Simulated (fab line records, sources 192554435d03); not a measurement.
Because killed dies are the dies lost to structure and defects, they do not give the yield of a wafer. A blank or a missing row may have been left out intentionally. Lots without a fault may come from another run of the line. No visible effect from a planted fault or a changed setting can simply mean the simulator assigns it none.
Matching of chambers | flow n5-finfet | rie-diel-03 running N5_BEOL_M5_DESCUM_16: 4 sister chambers
The step chemistry O2, time 7 s. 22 wafers are shown with their chamber, then 11 later ones without.

== WAFERS PAIRED WITH THEIR CHAMBERS ==
wafer  | chamber | showerhead-plenum-p-Torr (Torr) | throttle-valve-pct (%) | oes-product-au (a.u.)
L074.3 | 3       | 2.14                            | 20.65                  | 0.89
L074.4 | 0       | 2.07                            | 20.44                  | 0.73
L074.6 | 2       | 2.06                            | 20.03                  | 0.97
L075.1 | 2       | 2.06                            | 20.06                  | 0.94
L075.3 | 1       | 2.24                            | 20.50                  | 0.89
L075.5 | 2       | 2.06                            | 20.04                  | 0.94
L080.4 | 2       | 2.06                            | 20.05                  | 0.90
L080.5 | 3       | 2.13                            | 20.67                  | 0.86
L080.6 | 0       | 2.06                            | 20.45                  | 0.72
L081.3 | 2       | 2.06                            | 20.05                  | 0.89
L081.5 | 2       | 2.06                            | 20.05                  | 0.89
L081.6 | 3       | 2.13                            | 20.67                  | 0.86
L083.1 | 2       | 2.06                            | 20.06                  | 0.89
L083.4 | 0       | 2.06                            | 20.46                  | 0.71
L083.6 | 3       | 2.13                            | 20.70                  | 0.86
L087.1 | 0       | 2.06                            | 20.47                  | 0.70
L087.3 | 1       | 2.23                            | 20.55                  | 0.85
L087.5 | 0       | 2.06                            | 20.47                  | 0.71
L090.1 | 0       | 2.06                            | 20.47                  | 0.70
L090.3 | 2       | 2.05                            | 20.06                  | 0.87
L090.6 | 0       | 2.06                            | 20.47                  | 0.70
L089.1 | 0       | 2.06                            | 20.47                  | 0.72

SIGNATURES (means of the wafers above)
reading                  | chamber 0 | chamber 1 | chamber 2 | chamber 3 | scatter within a chamber
showerhead-plenum-p-Torr | 2.0613    | 2.2350    | 2.0587    | 2.1325    | 0.00408
throttle-valve-pct       | 20.4625   | 20.5250   | 20.0500   | 20.6725   | 0.0154
oes-product-au           | 0.7112    | 0.8700    | 0.9113    | 0.8675    | 0.0243
Rule: distance of a wafer from a chamber = root of the sum over the readings of ((wafer's reading minus chamber's mean) / reading's scatter) squared. If the next closest chamber is less than 2 further off than the closest, the wafer can't be placed; otherwise it belongs to the closest. The scatter: the root of (the sum of the squares of (reading less its chamber's mean) over the shown wafers, divided by (wafers less chambers)).

== WAFERS WITH NO CHAMBER GIVEN ==
wafer  | showerhead-plenum-p-Torr (Torr) | throttle-valve-pct (%) | oes-product-au (a.u.)
L089.5 | 2.05                            | 20.08                  | 0.87
L089.6 | 2.13                            | 20.69                  | 0.85
L093.1 | 2.23                            | 20.56                  | 0.85
L093.3 | 2.06                            | 20.48                  | 0.71
L093.4 | 2.13                            | 20.69                  | 0.87
L094.3 | 2.22                            | 20.56                  | 0.84
L094.4 | 2.05                            | 20.48                  | 0.69
L094.6 | 2.22                            | 20.57                  | 0.84
L096.3 | 2.22                            | 20.55                  | 0.84
L096.5 | 2.13                            | 20.69                  | 0.85
L096.6 | 2.05                            | 20.49                  | 0.70

== WHICH CHAMBER EACH WENT THROUGH ==
wafer  | from the rows above | in truth
L089.5 | 2                   | 2
L089.6 | 3                   | 3
L093.1 | 1                   | 1
L093.3 | 0                   | 0
L093.4 | 3                   | 3
L094.3 | 1                   | 1
L094.4 | 0                   | 0
L094.6 | 1                   | 1
L096.3 | 1                   | 1
L096.5 | 3                   | 3
L096.6 | 0                   | 0
11 of 11 placed correctly. Can't be placed from these rows: 0. Placed wrongly: 0.
